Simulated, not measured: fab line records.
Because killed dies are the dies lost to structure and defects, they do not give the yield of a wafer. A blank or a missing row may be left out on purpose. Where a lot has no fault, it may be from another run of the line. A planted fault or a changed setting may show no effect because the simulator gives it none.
Matching of chambers | flow n5-finfet | N5_MOL_CONTACT_COAG_ETCH_15 on rie-diel-05 has 4 sister chambers
The step etches SiNx in CH3F/O2, stops on Si:P, target depth 7 nm. 14 wafers are shown with their chamber, then 7 later ones without.

## WAFERS PAIRED WITH THEIR CHAMBERS
wafer  | chamber | drypump-motor-current-A (A) | showerhead-plenum-p-Torr (Torr) | throttle-valve-pct (%)
L078.1 | 0       | 5.5                         | 2.03                            | 16.57
L078.3 | 1       | 6.2                         | 2.04                            | 16.42
L078.6 | 1       | 6.2                         | 2.04                            | 16.41
L079.1 | 2       | 4.9                         | 2.07                            | 16.03
L079.3 | 1       | 6.2                         | 2.04                            | 16.43
L079.5 | 3       | 5.5                         | 2.11                            | 16.04
L080.1 | 2       | 4.9                         | 2.07                            | 16.06
L080.2 | 1       | 6.3                         | 2.04                            | 16.41
L080.4 | 0       | 5.5                         | 2.03                            | 16.58
L087.3 | 0       | 5.5                         | 2.02                            | 16.61
L087.4 | 0       | 5.5                         | 2.02                            | 16.61
L087.5 | 3       | 5.4                         | 2.10                            | 16.08
L088.1 | 2       | 4.9                         | 2.07                            | 16.10
L088.3 | 0       | 5.5                         | 2.02                            | 16.63

SIGNATURES, as means of the wafers listed above
reading                  | chamber 0 | chamber 1 | chamber 2 | chamber 3 | scatter within a chamber
drypump-motor-current-A  | 5.500     | 6.225     | 4.900     | 5.450     | 0.0354
showerhead-plenum-p-Torr | 2.0240    | 2.0400    | 2.0700    | 2.1050    | 0.00412
throttle-valve-pct       | 16.6000   | 16.4175   | 16.0633   | 16.0600   | 0.0244
Rule: distance of a wafer from a chamber = root of the sum over the readings of ((wafer's reading minus chamber's mean) / reading's scatter) squared. If the next closest chamber is less than 2 further off than the closest, the wafer can't be placed; otherwise it belongs to the closest. The scatter: the root of (the sum of the squares of (reading less its chamber's mean) over the shown wafers, divided by (wafers less chambers)).

## WAFERS WITHOUT THEIR CHAMBER
wafer  | drypump-motor-current-A (A) | showerhead-plenum-p-Torr (Torr) | throttle-valve-pct (%)
L088.5 | 5.5                         | 2.10                            | 16.10
L090.2 | 6.2                         | 2.03                            | 16.46
L090.5 | 5.5                         | 2.02                            | 16.63
L090.6 | 6.2                         | 2.03                            | 16.45
L094.1 | 5.5                         | 2.01                            | 16.64
L094.2 | 6.2                         | 2.03                            | 16.49
L094.3 | 5.4                         | 2.09                            | 16.14

## EACH ONE'S CHAMBER
wafer  | from the rows above | in truth
L088.5 | 3                   | 3
L090.2 | 1                   | 1
L090.5 | 0                   | 0
L090.6 | 1                   | 1
L094.1 | 0                   | 0
L094.2 | 1                   | 1
L094.3 | 3                   | 3
Correct placement for 7 of the 7. Not placeable from these rows: 0. Wrongly placed: 0.
